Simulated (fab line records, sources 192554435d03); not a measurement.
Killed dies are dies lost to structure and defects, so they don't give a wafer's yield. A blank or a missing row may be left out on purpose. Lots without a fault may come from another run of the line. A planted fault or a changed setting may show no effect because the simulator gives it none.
fab line records | flow n5_finfet
record lots=24 wafers=72 last_day=20
route steps=1938 shown BEOL_M9@1449 BEOL_M10@1502 BEOL_M11@1536
lots that met no fault: from a run of the same line without faults
start_h: hours from the record's first day to the start of the lot's first wafer shown | wait_h: hours since the lot's step before | " the same as in the row above | L1.1+2: a row that stands for several wafers | - no value, or no start given | * or withheld: withheld | < > ~ a bound
route shown NAME@n: a module of which the file shows steps, and the number in the route of the first | usual: mean/standard deviation of fault-free wafers | same: alike in all rows | chamber/n: place in a boat | sites: the reading at each site | _std_site: their standard deviation | _edge_site: outer sites' mean less inner sites' | radius_mm: how far each site lies from the wafer's centre | mask NAME#n: copy n | behind: the tool/chamber that last shaped the wafer | hold: why the lot was held/for how many hours/how that ended | device: the transistor (n, p or np) that didn't switch | end of line: the same wafers' tests at the end of the route | a step without rows: its recipe alone | killed: dies lost to structure and defects at the first sort, not the wafer's yield | map: a wafer's dies, x killed, . not, _ none there
set.NAME: the setting as run; set.NAME@STEP: as run at that earlier step | model.NAME: the simulator's own value behind a step, which no gauge read
steps of the route over a sample of lots; a table a step, a row a wafer
services: from which hour (start_h, from the record's first day; less than 0 if before it) a tool's chamber was out of use, for how many hours, and why
## steps
# step N5_BEOL_M9_OCD_MEAS_38
# usual trench_depth_nm=151.3/1.8
# columns lot.wafer tool chamber start_h wait_h trench_depth_nm
L074.1 ocd-02 - 238.28 - 152.3
L074.3 " - " " 154.0
L074.5 " - " " 151.6
L079.1 ocd-01 - 245.21 - 151.1
L079.3 " - " " 151.9
L079.5 " - " " 151.0
L077.2 ocd-02 - 245.40 - 152.1
L077.5 " - " " 154.0
L077.6 " - " " 150.6
L076.1 ocd-02 - 246.04 - 150.7
L076.2 " - " " 153.5
L076.4 " - " " 151.9
L075.2 ocd-01 - 247.63 - 149.5
L075.3 " - " " 149.1
L075.6 " - " " 148.8
L078.1 ocd-01 - 259.22 - 152.8
L078.4 " - " " 149.9
L078.6 " - " " 149.9
L080.1 ocd-01 - 271.12 - 151.6
L080.3 " - " " 151.7
L080.5 " - " " 152.0
L081.2 ocd-01 - 274.13 - 149.9
L081.5 " - " " 152.8
L081.6 " - " " 150.7
L082.2 ocd-02 - 295.75 - 149.5
L082.3 " - " " 150.0
L082.5 " - " " 151.0
L085.2 ocd-01 - 295.92 - 151.2
L085.3 " - " " 150.9
L085.4 " - " " 152.0
L084.2 ocd-02 - 330.51 - 151.7
L084.4 " - " " 154.3
L084.5 " - " " 150.3
L086.2 ocd-02 - 334.07 - 151.1
L086.3 " - " " 151.4
L086.4 " - " " 155.8
L089.2 ocd-02 - 343.59 - 151.8
L089.3 " - " " 152.9
L089.5 " - " " 151.5
L083.3 ocd-01 - 347.18 - 148.2
L083.4 " - " " 147.5
L083.5 " - " " 147.0
L088.1 ocd-02 - 350.20 - 151.2
L088.2 " - " " 151.8
L088.4 " - " " 151.7
L087.1 ocd-02 - 350.57 - 148.3
L087.4 " - " " 151.3
L087.6 " - " " 150.9
L090.2 ocd-02 - 356.24 - 153.3
L090.3 " - " " 154.2
L090.6 " - " " 153.3
L093.3 ocd-01 - 373.23 - 148.6
L093.4 " - " " 151.3
L093.5 " - " " 152.8
L092.1 ocd-01 - 378.42 - 151.8
L092.2 " - " " 149.9
L092.6 " - " " 151.2
L091.1 ocd-02 - 383.85 - 152.1
L091.3 " - " " 152.8
L091.6 " - " " 151.4
L094.1 ocd-02 - 384.12 - 150.8
L094.2 " - " " 150.9
L094.3 " - " " 150.5
L097.1 ocd-01 - 393.75 - 152.3
L097.2 " - " " 150.4
L097.5 " - " " 150.4
L095.4 ocd-01 - 395.24 - 149.3
L095.5 " - " " 148.3
L095.6 " - " " 148.5
L096.2 ocd-02 - 407.21 - 150.9
L096.3 " - " " 151.0
L096.6 " - " " 152.1
# step N5_BEOL_M10_CD_MEAS_28
# recipe target_cd_nm=70 landing_energy_ev=500 detector=se_inlens polarity=opening
# usual cd_nm=70.1/0.83
# columns lot.wafer tool chamber start_h wait_h cd_nm
L074.1 cd_sem-03 0 245.09 - 70.1
L074.3 " 0 " " 68.9
L074.5 " 0 " " 69.1
L079.1 cd_sem-01 0 250.47 - 70.5
L079.3 " 0 " " 70.7
L079.5 " 0 " " 71.0
L077.2 cd_sem-03 0 254.71 - 68.8
L077.5 " 0 " " 69.7
L077.6 " 0 " " 68.8
L076.1 cd_sem-01 0 254.88 - 71.4
L076.2 " 0 " " 71.9
L076.4 " 0 " " 71.0
L075.2 cd_sem-01 0 257.94 - 68.5
L075.3 " 0 " " 69.3
L075.6 " 0 " " 68.7
L078.1 cd_sem-02 0 267.27 - 69.4
L078.4 " 0 " " 69.9
L078.6 " 0 " " 69.5
L080.1 cd_sem-01 0 277.61 - 69.4
L080.3 " 0 " " 69.8
L080.5 " 0 " " 69.6
L081.2 cd_sem-01 0 281.56 - 69.6
L081.5 " 0 " " 69.9
L081.6 " 0 " " 71.0
L082.2 cd_sem-03 0 302.03 - 69.7
L082.3 " 0 " " 69.7
L082.5 " 0 " " 69.1
L085.2 cd_sem-03 0 306.68 - 70.4
L085.3 " 0 " " 70.9
L085.4 " 0 " " 70.6
L084.2 cd_sem-01 0 339.81 - 70.4
L084.4 " 0 " " 70.9
L084.5 " 0 " " 69.4
L086.2 cd_sem-02 0 342.95 - 69.5
L086.3 " 0 " " 68.5
L086.4 " 0 " " 70.0
L089.2 cd_sem-02 0 349.70 - 70.7
L089.3 " 0 " " 70.6
L089.5 " 0 " " 70.1
L083.3 cd_sem-01 0 353.22 - 71.0
L083.4 " 0 " " 70.1
L083.5 " 0 " " 70.7
L088.1 cd_sem-01 0 356.11 - 70.0
L088.2 " 0 " " 69.1
L088.4 " 0 " " 69.7
L087.1 cd_sem-03 0 360.68 - 70.2
L087.4 " 0 " " 69.9
L087.6 " 0 " " 70.0
L090.2 cd_sem-03 0 365.10 - 70.2
L090.3 " 0 " " 70.5
L090.6 " 0 " " 71.4
L093.3 cd_sem-03 0 383.36 - 70.0
L093.4 " 0 " " 70.3
L093.5 " 0 " " 70.3
L092.1 cd_sem-01 0 385.67 - 72.0
L092.2 " 0 " " 71.4
L092.6 " 0 " " 72.2
L091.1 cd_sem-03 0 389.72 - 70.2
L091.3 " 0 " " 70.3
L091.6 " 0 " " 71.0
L094.1 cd_sem-03 0 391.55 - 69.6
L094.2 " 0 " " 70.1
L094.3 " 0 " " 69.1
L097.1 cd_sem-03 0 401.25 - 70.8
L097.2 " 0 " " 70.5
L097.5 " 0 " " 70.5
L095.4 cd_sem-03 0 401.42 - 69.6
L095.5 " 0 " " 69.6
L095.6 " 0 " " 70.1
L096.2 cd_sem-02 0 416.22 - 70.2
L096.3 " 0 " " 70.9
L096.6 " 0 " " 70.6
# step N5_BEOL_M10_ETCH_65
# recipe chemistry=CF4 target=SiARC target_depth_a=390 mask_material=CAR-ArF time_s=65 ion_energy_ev=80 pressure_mtorr=40 source_w=545 bias_w=36 Ar_flow_sccm=100 cf4_flow_sccm=100 ends=cleared
# usual drypump_motor_current_A=5.8/0.48 etch_rf_on_time_s=65.1/0.91 oes_product_au=0.68/0.071 rf_vpp_V=184.0/1.1 showerhead_plenum_p_Torr=2.14/0.048 throttle_valve_pct=15.66/0.25
# columns lot.wafer tool chamber start_h wait_h drypump_motor_current_A etch_rf_on_time_s oes_product_au rf_hours_counter_h rf_vpp_V showerhead_plenum_p_Torr throttle_valve_pct
L074.1 rie_diel-04 2 245.44 0.0 5.5 66.5 0.59 206 183.6 2.13 15.96
L074.3 " 3 " " 5.5 64.7 0.75 43 185.4 2.19 15.52
L074.5 " 1 " " 6.2 64.5 0.79 - 183.3 2.10 15.34
L079.1 rie_diel-04 1 250.83 0.0 6.2 64.1 0.79 13 185.1 2.10 15.35
L079.3 " 2 " " 5.5 66.3 0.59 207 184.6 2.13 15.95
L079.5 " 2 " " 5.5 65.7 0.59 - 184.5 2.13 15.96
L077.2 rie_diel-05 0 254.84 0.0 5.7 65.3 0.68 98 183.8 2.25 15.72
L077.5 " 3 " " 6.0 64.0 0.67 - 183.0 2.07 15.80
L077.6 " 2 " " 6.1 64.6 0.61 - 184.8 2.20 15.97
L076.1 rie_diel-04 2 255.29 0.0 5.6 66.8 0.59 209 183.8 2.13 15.96
L076.2 " 1 " " 6.2 64.3 0.79 15 183.9 2.10 15.36
L076.4 " 3 " " 5.5 64.5 0.74 46 186.3 2.19 15.51
L075.2 rie_diel-01 3 258.06 0.0 5.2 64.8 0.63 157 185.2 2.14 15.93
L075.3 " 0 " " 6.4 65.4 0.70 82 183.7 2.08 15.54
L075.6 " 0 " " 6.5 65.5 0.70 - 183.3 2.08 15.55
L078.1 rie_diel-01 3 267.40 0.0 5.2 65.3 0.63 162 182.6 2.13 15.93
L078.4 " 1 " " 5.6 65.4 0.63 204 182.2 2.13 15.87
L078.6 " 3 " " 5.2 65.0 0.63 - 185.2 2.13 15.92
L080.1 rie_diel-01 3 277.74 0.0 5.2 64.7 0.64 165 184.5 2.13 15.93
L080.3 " 1 " " 5.6 65.1 0.62 206 184.4 2.13 15.86
L080.5 " 3 " " 5.1 64.3 0.63 - 183.8 2.13 15.94
L081.2 rie_diel-04 1 281.68 0.0 6.2 64.7 0.78 23 183.3 2.10 15.37
L081.5 " 3 " " 5.5 64.4 0.74 - 184.4 2.18 15.52
L081.6 " 2 " " 5.5 66.1 0.58 - 182.8 2.12 15.99
L082.2 rie_diel-05 1 302.15 0.0 6.6 65.9 0.64 178 184.5 2.13 15.55
L082.3 " 3 " " 6.0 65.6 0.66 131 183.0 2.06 15.83
L082.5 " 2 " " 6.0 66.1 0.60 - 185.3 2.19 15.99
L085.2 rie_diel-05 2 306.91 0.0 6.1 66.0 0.60 237 185.0 2.19 16.00
L085.3 " 0 " " 5.7 66.3 0.66 115 184.7 2.24 15.75
L085.4 " 3 " " 6.0 65.3 0.66 133 185.6 2.06 15.84
L084.2 rie_diel-04 0 339.93 0.0 6.2 65.7 0.71 45 184.0 2.18 15.41
L084.4 " 2 " " 5.5 66.7 0.57 232 185.3 2.12 16.01
L084.5 " 0 " " 6.2 65.9 0.72 - 185.5 2.18 15.39
L086.2 rie_diel-04 2 343.07 0.0 5.5 67.4 0.57 232 184.5 2.12 16.00
L086.3 " 3 " " 5.5 65.2 0.72 74 183.4 2.18 15.57
L086.4 " 1 " " 6.2 64.6 0.74 43 183.8 2.09 15.42
L089.2 rie_diel-04 3 349.82 0.0 5.5 64.4 0.72 76 184.5 2.18 15.57
L089.3 " 1 " " 6.2 64.3 0.74 44 183.7 2.09 15.43
L089.5 " 1 " " 6.2 64.1 0.74 - 183.5 2.09 15.42
L083.3 rie_diel-01 3 353.34 0.0 5.2 64.1 0.62 191 184.9 2.12 15.99
L083.4 " 0 " " 6.5 65.1 0.67 114 183.1 2.07 15.61
L083.5 " 0 " " 6.5 65.3 0.68 - 182.3 2.07 15.61
L088.1 rie_diel-04 3 356.23 0.0 5.5 64.7 0.71 78 184.5 2.18 15.58
L088.2 " 2 " " 5.5 66.6 0.57 236 184.0 2.12 16.00
L088.4 " 1 " " 6.2 64.4 0.73 46 181.0 2.09 15.41
L087.1 rie_diel-01 2 360.81 0.0 5.0 64.1 0.74 46 184.3 2.18 15.26
L087.4 " 0 " " 6.5 65.0 0.68 116 183.3 2.07 15.62
L087.6 " 2 " " 5.0 64.4 0.75 - 185.3 2.18 15.26
L090.2 rie_diel-04 0 365.23 0.0 6.2 65.6 0.71 52 184.2 2.17 15.41
L090.3 " 1 " " 6.2 65.2 0.73 49 182.6 2.09 15.43
L090.6 " 2 " " 5.6 67.2 0.56 - 184.1 2.12 16.02
L093.3 rie_diel-05 0 383.65 0.0 5.7 66.0 0.64 139 185.9 2.23 15.80
L093.4 " 3 " " 6.0 64.4 0.64 161 182.9 2.05 15.92
L093.5 " 2 " " 6.0 61.9 0.86 - 183.7 2.19 15.55
L092.1 rie_diel-05 0 385.80 0.0 5.7 65.1 0.65 140 184.8 2.23 15.81
L092.2 " 3 " " 5.9 64.5 0.65 163 183.1 2.05 15.91
L092.6 " 0 " " 5.7 65.5 0.64 - 185.6 2.23 15.80
L091.1 rie_diel-01 2 389.84 0.0 5.0 64.9 0.73 57 185.3 2.17 15.29
L091.3 " 1 " " 5.6 65.6 0.59 244 182.6 2.11 15.93
L091.6 " 1 " " 5.6 65.9 0.59 - 181.8 2.11 15.95
L094.1 rie_diel-05 1 391.67 0.0 6.6 66.2 0.62 210 185.0 2.12 15.61
L094.2 " 3 " " 5.9 65.1 0.65 165 181.4 2.05 15.92
L094.3 " 0 " " 5.7 66.6 0.63 142 183.9 2.23 15.81
L097.1 rie_diel-01 3 401.37 0.0 5.2 65.0 0.60 208 184.1 2.12 16.02
L097.2 " 1 " " 5.6 65.0 0.60 248 182.6 2.11 15.95
L097.5 " 1 " " 5.6 64.9 0.60 - 182.4 2.11 15.94
L095.4 rie_diel-01 3 401.83 0.0 5.2 65.0 0.60 208 183.5 2.12 16.02
L095.5 " 1 " " 5.7 64.4 0.60 - 185.2 2.11 15.95
L095.6 " 2 " " 5.0 64.8 0.73 - 183.5 2.17 15.30
L096.2 rie_diel-04 1 417.78 0.0 6.2 64.4 0.71 67 184.6 2.08 15.46
L096.3 " 3 " " 5.5 65.4 0.69 100 184.6 2.17 15.61
L096.6 " 0 " " 6.2 65.5 0.68 - 184.7 2.17 15.47
# step N5_BEOL_M10_VIA_ETCH_34
# recipe chemistry=C4F6/O2 target=SiCOH_lowk target_depth_a=1845 mask_material=SOC taper_deg=4 time_s=69.2 ion_energy_ev=250 pressure_mtorr=30 source_w=345 bias_w=185 Ar_flow_sccm=300 C4F6_flow_sccm=10 O2_flow_sccm=10
# usual drypump_motor_current_A=5.8/0.48 oes_product_au=0.79/0.084 rf_vpp_V=667/6.9 showerhead_plenum_p_Torr=2.84/0.063 throttle_valve_pct=20.98/0.24
# columns lot.wafer tool chamber start_h wait_h drypump_motor_current_A oes_product_au rf_hours_counter_h rf_vpp_V showerhead_plenum_p_Torr throttle_valve_pct
L074.1 rie_diel-04 2 245.61 0.0 5.6 0.69 206 664 2.83 21.29
L074.3 " 3 " " 5.5 0.88 43 670 2.90 20.84
L074.5 " 1 " " 6.2 0.94 - 668 2.79 20.71
L079.1 rie_diel-04 1 251.00 0.0 6.2 0.93 14 667 2.79 20.68
L079.3 " 2 " " 5.5 0.68 207 661 2.83 21.29
L079.5 " 2 " " 5.5 0.68 - 664 2.83 21.28
L077.2 rie_diel-05 0 255.01 0.0 5.7 0.79 98 670 2.99 21.07
L077.5 " 3 " " 6.0 0.79 - 662 2.75 21.15
L077.6 " 2 " " 6.0 0.71 - 666 2.92 21.22
L076.1 rie_diel-04 2 255.47 0.0 5.6 0.68 209 663 2.83 21.30
L076.2 " 1 " " 6.2 0.92 15 667 2.79 20.71
L076.4 " 3 " " 5.5 0.87 46 670 2.90 20.83
L075.2 rie_diel-01 3 258.23 0.0 5.2 0.74 157 656 2.84 21.23
L075.3 " 0 " " 6.5 0.83 82 670 2.78 20.91
L075.6 " 0 " " 6.5 0.83 - 669 2.78 20.91
L078.1 rie_diel-01 3 267.57 0.0 5.2 0.74 162 655 2.84 21.24
L078.4 " 1 " " 5.7 0.74 204 662 2.82 21.13
L078.6 " 3 " " 5.2 0.73 - 656 2.84 21.24
L080.1 rie_diel-01 3 277.91 0.0 5.2 0.74 165 655 2.84 21.25
L080.3 " 1 " " 5.7 0.74 207 660 2.82 21.14
L080.5 " 3 " " 5.2 0.74 - 655 2.84 21.26
L081.2 rie_diel-04 1 281.86 0.0 6.3 0.90 23 667 2.79 20.72
L081.5 " 3 " " 5.5 0.86 - 671 2.90 20.87
L081.6 " 2 " " 5.6 0.67 - 662 2.83 21.30
L082.2 rie_diel-05 1 302.32 0.0 6.6 0.74 178 657 2.84 20.80
L082.3 " 3 " " 6.0 0.78 131 662 2.75 21.17
L082.5 " 2 " " 6.0 0.69 - 665 2.92 21.25
L085.2 rie_diel-05 2 307.08 0.0 6.1 0.69 237 667 2.91 21.24
L085.3 " 0 " " 5.7 0.78 115 671 2.98 21.10
L085.4 " 3 " " 6.0 0.78 133 661 2.74 21.18
L084.2 rie_diel-04 0 340.11 0.0 6.2 0.84 45 676 2.89 20.73
L084.4 " 2 " " 5.6 0.67 232 662 2.82 21.31
L084.5 " 0 " " 6.2 0.84 - 673 2.89 20.74
L086.2 rie_diel-04 2 343.24 0.0 5.5 0.67 232 662 2.82 21.33
L086.3 " 3 " " 5.5 0.84 74 669 2.89 20.91
L086.4 " 1 " " 6.2 0.86 43 667 2.78 20.74
L089.2 rie_diel-04 3 350.00 0.0 5.5 0.83 76 669 2.89 20.89
L089.3 " 1 " " 6.2 0.86 44 667 2.78 20.74
L089.5 " 1 " " 6.2 0.86 - 667 2.78 20.74
L083.3 rie_diel-01 3 353.51 0.0 5.2 0.71 191 654 2.83 21.29
L083.4 " 0 " " 6.5 0.78 115 670 2.76 20.96
L083.5 " 0 " " 6.5 0.78 - 670 2.76 20.97
L088.1 rie_diel-04 3 356.41 0.0 5.5 0.83 78 670 2.89 20.90
L088.2 " 2 " " 5.5 0.66 236 662 2.82 21.33
L088.4 " 1 " " 6.2 0.85 46 668 2.78 20.77
L087.1 rie_diel-01 2 360.98 0.0 5.0 0.88 46 680 2.90 20.61
L087.4 " 0 " " 6.5 0.78 116 671 2.76 20.97
L087.6 " 2 " " 5.0 0.88 - 680 2.90 20.60
L090.2 rie_diel-04 0 365.40 0.0 6.2 0.83 52 675 2.89 20.74
L090.3 " 1 " " 6.2 0.85 49 666 2.77 20.76
L090.6 " 2 " " 5.6 0.66 - 663 2.82 21.33
L093.3 rie_diel-05 0 383.82 0.0 5.7 0.75 139 672 2.97 21.13
L093.4 " 3 " " 6.0 0.74 162 662 2.73 21.21
L093.5 " 2 " " 6.0 0.99 - 665 2.91 20.95
L092.1 rie_diel-05 0 385.97 0.0 5.7 0.76 140 670 2.97 21.13
L092.2 " 3 " " 5.9 0.75 163 662 2.73 21.24
L092.6 " 0 " " 5.7 0.75 - 671 2.97 21.12
L091.1 rie_diel-01 2 390.02 0.0 5.0 0.86 57 679 2.89 20.62
L091.3 " 1 " " 5.6 0.70 244 661 2.81 21.19
L091.6 " 1 " " 5.6 0.70 - 662 2.81 21.19
L094.1 rie_diel-05 1 391.85 0.0 6.6 0.72 210 659 2.82 20.86
L094.2 " 3 " " 6.0 0.75 165 661 2.73 21.22
L094.3 " 0 " " 5.7 0.75 142 671 2.97 21.14
L097.1 rie_diel-01 3 401.54 0.0 5.2 0.70 208 654 2.82 21.31
L097.2 " 1 " " 5.6 0.70 248 661 2.80 21.19
L097.5 " 1 " " 5.6 0.70 - 660 2.80 21.18
L095.4 rie_diel-01 3 402.01 0.0 5.2 0.70 208 654 2.82 21.29
L095.5 " 1 " " 5.6 0.70 - 660 2.80 21.21
L095.6 " 2 " " 5.0 0.85 - 679 2.89 20.63
L096.2 rie_diel-04 1 417.95 0.0 6.2 0.83 68 668 2.77 20.76
L096.3 " 3 " " 5.5 0.80 101 668 2.88 20.93
L096.6 " 0 " " 6.2 0.80 - 674 2.88 20.78
# step N5_BEOL_M10_STRIP_77
# recipe chemistry=N2/H2 time_s=10 power_w=450 temp_c=40 pressure_mtorr=20 rf_frequency_hz=6e+07 bias_power_w=7 n2_flow_sccm=200 h2_flow_sccm=200
# usual drypump_motor_current_A=5.8/0.48 oes_product_au=0.79/0.085 rf_vpp_V=59.1/0.78 showerhead_plenum_p_Torr=2.53/0.061 throttle_valve_pct=23.72/0.3
# columns lot.wafer tool chamber start_h wait_h drypump_motor_current_A oes_product_au rf_hours_counter_h rf_vpp_V showerhead_plenum_p_Torr throttle_valve_pct
L074.1 rie_diel-04 2 - - 5.6 0.69 206 58.5 2.51 24.07
L074.3 " 3 " " 5.5 0.88 43 58.0 2.59 23.73
L074.5 " 1 " " 6.3 0.94 - 59.5 2.48 23.38
L079.1 rie_diel-04 1 - - 6.3 0.93 14 59.5 2.48 23.39
L079.3 " 2 " " 5.5 0.69 208 58.2 2.51 24.07
L079.5 " 2 " " 5.5 0.69 - 58.8 2.51 24.07
L077.2 rie_diel-05 0 - - 5.7 0.79 98 59.4 2.67 23.91
L077.5 " 3 " " 6.0 0.80 - 58.3 2.44 23.72
L077.6 " 2 " " 6.1 0.71 - 58.9 2.62 23.86
L076.1 rie_diel-04 2 - - 5.6 0.69 209 59.0 2.51 24.04
L076.2 " 1 " " 6.2 0.93 15 58.1 2.48 23.39
L076.4 " 3 " " 5.5 0.87 46 59.2 2.59 23.73
L075.2 rie_diel-01 3 - - 5.2 0.73 157 58.4 2.55 24.00
L075.3 " 0 " " 6.5 0.82 82 57.8 2.47 23.62
L075.6 " 0 " " 6.5 0.83 - 58.5 2.47 23.64
L078.1 rie_diel-01 3 - - 5.2 0.73 162 58.6 2.54 24.01
L078.4 " 1 " " 5.7 0.73 204 59.1 2.52 24.00
L078.6 " 3 " " 5.2 0.74 - 59.6 2.54 24.00
L080.1 rie_diel-01 3 - - 5.2 0.73 166 59.7 2.54 24.01
L080.3 " 1 " " 5.6 0.73 207 57.9 2.52 24.01
L080.5 " 3 " " 5.2 0.73 - 59.4 2.54 24.01
L081.2 rie_diel-04 1 - - 6.2 0.90 23 60.6 2.48 23.38
L081.5 " 3 " " 5.5 0.86 - 59.4 2.58 23.76
L081.6 " 2 " " 5.6 0.68 - 59.7 2.51 24.08
L082.2 rie_diel-05 1 - - 6.6 0.74 178 58.5 2.53 23.73
L082.3 " 3 " " 5.9 0.77 131 59.1 2.43 23.74
L082.5 " 2 " " 6.0 0.69 - 59.5 2.61 23.89
L085.2 rie_diel-05 2 - - 6.1 0.70 237 59.8 2.61 23.88
L085.3 " 0 " " 5.7 0.78 115 60.5 2.67 23.94
L085.4 " 3 " " 5.9 0.77 133 58.4 2.43 23.74
L084.2 rie_diel-04 0 - - 6.2 0.85 46 58.9 2.58 23.45
L084.4 " 2 " " 5.6 0.68 232 58.9 2.50 24.08
L084.5 " 0 " " 6.2 0.85 - 58.1 2.58 23.43
L086.2 rie_diel-04 2 - - 5.6 0.66 232 58.7 2.50 24.08
L086.3 " 3 " " 5.5 0.84 74 58.9 2.58 23.76
L086.4 " 1 " " 6.2 0.86 43 58.9 2.47 23.40
L089.2 rie_diel-04 3 - - 5.6 0.83 76 60.3 2.57 23.75
L089.3 " 1 " " 6.2 0.87 44 60.6 2.47 23.42
L089.5 " 1 " " 6.2 0.87 - 58.7 2.47 23.42
L083.3 rie_diel-01 3 - - 5.2 0.71 191 58.3 2.53 24.05
L083.4 " 0 " " 6.5 0.78 115 59.8 2.45 23.67
L083.5 " 0 " " 6.5 0.80 - 58.4 2.45 23.67
L088.1 rie_diel-04 3 - - 5.5 0.83 78 60.1 2.57 23.78
L088.2 " 2 " " 5.6 0.67 236 59.3 2.50 24.10
L088.4 " 1 " " 6.2 0.86 46 59.4 2.47 23.43
L087.1 rie_diel-01 2 - - 5.0 0.87 46 59.0 2.57 23.13
L087.4 " 0 " " 6.5 0.79 116 58.2 2.45 23.67
L087.6 " 2 " " 5.0 0.88 - 58.1 2.57 23.13
L090.2 rie_diel-04 0 - - 6.2 0.83 52 60.2 2.58 23.46
L090.3 " 1 " " 6.2 0.86 49 58.5 2.47 23.42
L090.6 " 2 " " 5.6 0.67 - 60.1 2.50 24.10
L093.3 rie_diel-05 0 - - 5.7 0.75 139 59.7 2.66 23.99
L093.4 " 3 " " 6.0 0.74 162 58.2 2.42 23.78
L093.5 " 2 " " 6.0 0.99 - 58.6 2.60 23.69
L092.1 rie_diel-05 0 - - 5.7 0.75 140 59.7 2.66 23.97
L092.2 " 3 " " 6.0 0.75 163 58.7 2.42 23.78
L092.6 " 0 " " 5.7 0.77 - 59.5 2.66 23.99
L091.1 rie_diel-01 2 - - 5.0 0.86 57 58.3 2.57 23.15
L091.3 " 1 " " 5.6 0.70 244 60.6 2.50 24.04
L091.6 " 1 " " 5.6 0.70 - 57.9 2.50 24.05
L094.1 rie_diel-05 1 - - 6.6 0.73 210 59.7 2.52 23.76
L094.2 " 3 " " 6.0 0.75 165 58.0 2.42 23.80
L094.3 " 0 " " 5.7 0.76 142 59.8 2.66 23.99
L097.1 rie_diel-01 3 - - 5.2 0.69 208 57.8 2.52 24.07
L097.2 " 1 " " 5.7 0.70 248 58.2 2.50 24.06
L097.5 " 1 " " 5.7 0.70 - 59.2 2.50 24.04
L095.4 rie_diel-01 3 - - 5.2 0.69 208 60.1 2.52 24.08
L095.5 " 1 " " 5.6 0.69 - 60.3 2.50 24.07
L095.6 " 2 " " 4.9 0.85 - 59.6 2.57 23.15
L096.2 rie_diel-04 1 - - 6.2 0.84 68 57.9 2.46 23.44
L096.3 " 3 " " 5.5 0.81 101 59.8 2.56 23.81
L096.6 " 0 " " 6.2 0.82 - 58.6 2.57 23.49
# step N5_BEOL_M11_ILD_DEP_00
# recipe material=SiCOH_lowk target_thk_a=3085.1 temp_c=300 precursor=DEMS/porogen pressure_torr=5 rf_w=500 time_s=58
# usual heater_power_w=289/40 showerhead_plenum_p_Torr=5.736/0.018 throttle_valve_pct=13.9/0.77
# columns lot.wafer tool chamber start_h wait_h heater_power_w showerhead_plenum_p_Torr throttle_valve_pct
L074.1 pecvd-03 1 248.26 0.0 336 5.721 13.8
L074.3 " 0 " " 235 5.724 13.8
L074.5 " 0 " " 242 5.717 13.9
L079.1 pecvd-01 1 255.57 0.0 361 5.779 15.5
L079.3 " 2 " " 299 5.755 13.0
L079.5 " 2 " " 312 5.741 12.8
L077.2 pecvd-03 2 257.99 0.0 241 5.715 14.0
L077.5 " 2 " " 243 5.722 13.6
L077.6 " 1 " " 306 5.722 14.0
L076.1 pecvd-03 1 258.57 0.0 314 5.707 13.9
L076.2 " 0 " " 269 5.705 13.9
L076.4 " 2 " " 258 5.731 13.8
L075.2 pecvd-03 2 260.72 0.0 278 5.715 13.8
L075.3 " 1 " " 342 5.742 13.8
L075.6 " 2 " " 271 5.733 13.4
L078.1 pecvd-04 0 270.87 0.0 307 5.763 15.2
L078.4 " 0 " " 307 5.740 15.3
L078.6 " 1 " " 276 5.745 13.2
L080.1 pecvd-01 0 281.90 0.0 332 5.746 13.4
L080.3 " 1 " " 394 5.765 15.0
L080.5 " 2 " " 248 5.753 12.9
L081.2 pecvd-01 0 284.52 0.0 329 5.761 13.2
L081.5 " 1 " " 362 5.761 15.5
L081.6 " 2 " " 315 5.757 12.9
L082.2 pecvd-03 1 305.04 0.0 309 5.716 13.9
L082.3 " 0 " " 231 5.723 14.1
L082.5 " 1 " " 312 5.720 13.9
L085.2 pecvd-01 0 309.93 0.0 320 5.757 13.3
L085.3 " 1 " " 316 5.773 15.4
L085.4 " 1 " " 334 5.771 15.5
L084.2 pecvd-01 1 343.17 0.0 391 5.774 15.2
L084.4 " 2 " " 313 5.760 13.1
L084.5 " 0 " " 312 5.748 13.6
L086.2 pecvd-03 0 345.93 0.0 249 5.725 13.8
L086.3 " 1 " " 332 5.716 13.9
L086.4 " 0 " " 253 5.698 13.8
L089.2 pecvd-04 2 352.60 0.0 251 5.730 13.3
L089.3 " 0 " " 265 5.750 15.5
L089.5 " 2 " " 264 5.717 13.7
L083.3 pecvd-04 2 356.72 0.0 243 5.723 13.7
L083.4 " 0 " " 276 5.728 15.4
L083.5 " 2 " " 240 5.724 13.2
L088.1 pecvd-03 0 362.14 0.0 224 5.703 13.8
L088.2 " 2 " " 240 5.722 13.9
L088.4 " 1 " " 317 5.718 13.8
L087.1 pecvd-01 0 363.85 0.0 295 5.741 13.4
L087.4 " 2 " " 305 5.764 13.0
L087.6 " 0 " " 307 5.764 13.1
L090.2 pecvd-03 1 368.02 0.0 329 5.724 13.8
L090.3 " 0 " " 243 5.718 14.0
L090.6 " 2 " " 258 5.723 13.6
L093.3 pecvd-04 1 387.29 0.0 310 5.729 13.6
L093.4 " 0 " " 269 5.747 15.3
L093.5 " 2 " " 280 5.740 13.7
L092.1 pecvd-04 1 390.08 0.0 280 5.752 13.5
L092.2 " 0 " " 283 5.758 15.7
L092.6 " 0 " " 287 5.734 15.4
L091.1 pecvd-03 2 393.07 0.0 278 5.712 13.8
L091.3 " 0 " " 211 5.727 13.9
L091.6 " 1 " " 293 5.739 14.0
L094.1 pecvd-01 2 395.11 0.0 306 5.771 13.3
L094.2 " 0 " " 293 5.762 13.1
L094.3 " 1 " " 390 5.746 15.3
L097.1 pecvd-03 0 404.35 0.0 214 5.712 13.7
L097.2 " 1 " " 303 5.715 14.0
L097.5 " 1 " " 307 5.721 13.8
L095.4 pecvd-04 2 405.19 0.1 246 5.731 13.3
L095.5 " 1 " " 256 5.755 13.4
L095.6 " 0 " " 283 5.744 15.6
L096.2 pecvd-04 1 421.60 0.0 293 5.749 13.3
L096.3 " 0 " " 301 5.739 15.1
L096.6 " 2 " " 267 5.735 13.5
## services
# columns tool chamber start_h hours kind
rie_diel-05 - 236.95 2.4 repair
pecvd-03 0 261.37 5.5 scheduled_down
pecvd-04 1 266.50 2.1 scheduled_down
rie_diel-04 2 287.32 7.5 repair
pecvd-01 2 291.81 5.0 repair
pecvd-04 2 293.08 5.5 scheduled_down
pecvd-01 - 303.96 1.5 repair
rie_diel-04 2 308.08 5.8 repair
rie_diel-05 2 313.06 5.9 repair
rie_diel-04 2 326.28 1.8 repair
rie_diel-05 2 352.26 - clean
rie_diel-05 2 352.26 - consumable_replace:focus_ring
rie_diel-05 2 352.26 21.1 scheduled_down
rie_diel-05 2 352.26 21.1 vent_cycle
pecvd-03 - 370.63 2.8 pm
rie_diel-04 2 401.84 - clean
rie_diel-04 2 401.84 - consumable_replace:focus_ring
rie_diel-04 2 401.84 26.5 scheduled_down
rie_diel-04 2 401.84 26.5 vent_cycle
rie_diel-01 1 406.85 - clean
rie_diel-01 1 406.85 - consumable_replace:focus_ring
pecvd-03 - 413.17 28.1 pm
rie_diel-05 - 414.47 4.0 pm
rie_diel-05 - 418.47 2.8 pm
## key
fault none
